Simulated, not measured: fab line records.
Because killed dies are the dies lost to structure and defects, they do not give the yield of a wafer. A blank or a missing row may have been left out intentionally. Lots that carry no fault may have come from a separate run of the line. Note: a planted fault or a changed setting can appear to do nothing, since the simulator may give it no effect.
Chamber matching + flow n5 finfet + N5_BEOL_M4_VIA_ETCH_34 on rie diel-02 has 4 sister chambers
The step etches the open film in C4F6/O2, target depth 69.4 nm, time 65.9 s. 14 wafers are shown with their chamber, then 7 later ones without.

EACH WAFER AND ITS CHAMBER
| wafer  | chamber | drypump motor current A (A) | showerhead plenum p Torr (Torr) | rf vpp V (V) |
|--------|---------|-----------------------------|---------------------------------|--------------|
| L075.3 | 1       | 5.0                         | 2.91                            | 655          |
| L075.4 | 3       | 5.4                         | 2.88                            | 664          |
| L075.6 | 1       | 5.0                         | 2.91                            | 653          |
| L081.1 | 0       | 5.7                         | 2.72                            | 673          |
| L081.2 | 2       | 5.9                         | 2.93                            | 651          |
| L081.5 | 2       | 5.9                         | 2.93                            | 649          |
| L083.1 | 1       | 4.9                         | 2.90                            | 655          |
| L083.2 | 0       | 5.7                         | 2.72                            | 673          |
| L083.5 | 2       | 5.9                         | 2.93                            | 649          |
| L084.1 | 3       | 5.4                         | 2.87                            | 663          |
| L084.5 | 2       | 5.9                         | 2.93                            | 651          |
| L084.6 | 3       | 5.4                         | 2.87                            | 662          |
| L088.2 | 1       | 4.9                         | 2.89                            | 654          |
| L088.5 | 0       | 5.7                         | 2.71                            | 671          |

SIGNATURES, as means of the wafers listed above
| reading                  | chamber 0 | chamber 1 | chamber 2 | chamber 3 | scatter within a chamber |
|--------------------------|-----------|-----------|-----------|-----------|--------------------------|
| drypump motor current A  | 5.700     | 4.950     | 5.900     | 5.400     | 0.0316                   |
| showerhead plenum p Torr | 2.7167    | 2.9025    | 2.9300    | 2.8733    | 0.00639                  |
| rf vpp V                 | 672.33    | 654.25    | 650.00    | 663.00    | 1.07                     |
Rule: distance of a wafer from a chamber = root of the sum over the readings of ((wafer's reading minus chamber's mean) / reading's scatter) squared. If the next closest chamber is less than 2 further off than the closest, the wafer can't be placed; otherwise it belongs to the closest. How the scatter is found: for the shown wafers, subtract from each reading the mean of its chamber, square and add these, divide the total by (wafers less chambers), then take the root.

WAFERS WITH NO CHAMBER GIVEN
| wafer  | drypump motor current A (A) | showerhead plenum p Torr (Torr) | rf vpp V (V) |
|--------|-----------------------------|---------------------------------|--------------|
| L088.6 | 4.9                         | 2.89                            | 655          |
| L090.2 | 5.7                         | 2.71                            | 673          |
| L090.3 | 5.4                         | 2.87                            | 662          |
| L090.4 | 5.9                         | 2.92                            | 651          |
| L089.3 | 5.6                         | 2.71                            | 672          |
| L089.4 | 5.4                         | 2.87                            | 660          |
| L089.5 | 5.9                         | 2.92                            | 651          |

WHICH CHAMBER EACH ONE RAN IN
| wafer  | from the rows above | in truth |
|--------|---------------------|----------|
| L088.6 | 1                   | 1        |
| L090.2 | 0                   | 0        |
| L090.3 | 3                   | 3        |
| L090.4 | 2                   | 2        |
| L089.3 | 0                   | 0        |
| L089.4 | 3                   | 3        |
| L089.5 | 2                   | 2        |
Placed correctly: 7 of 7. Left unplaced by these rows: 0. Wrongly placed: 0.
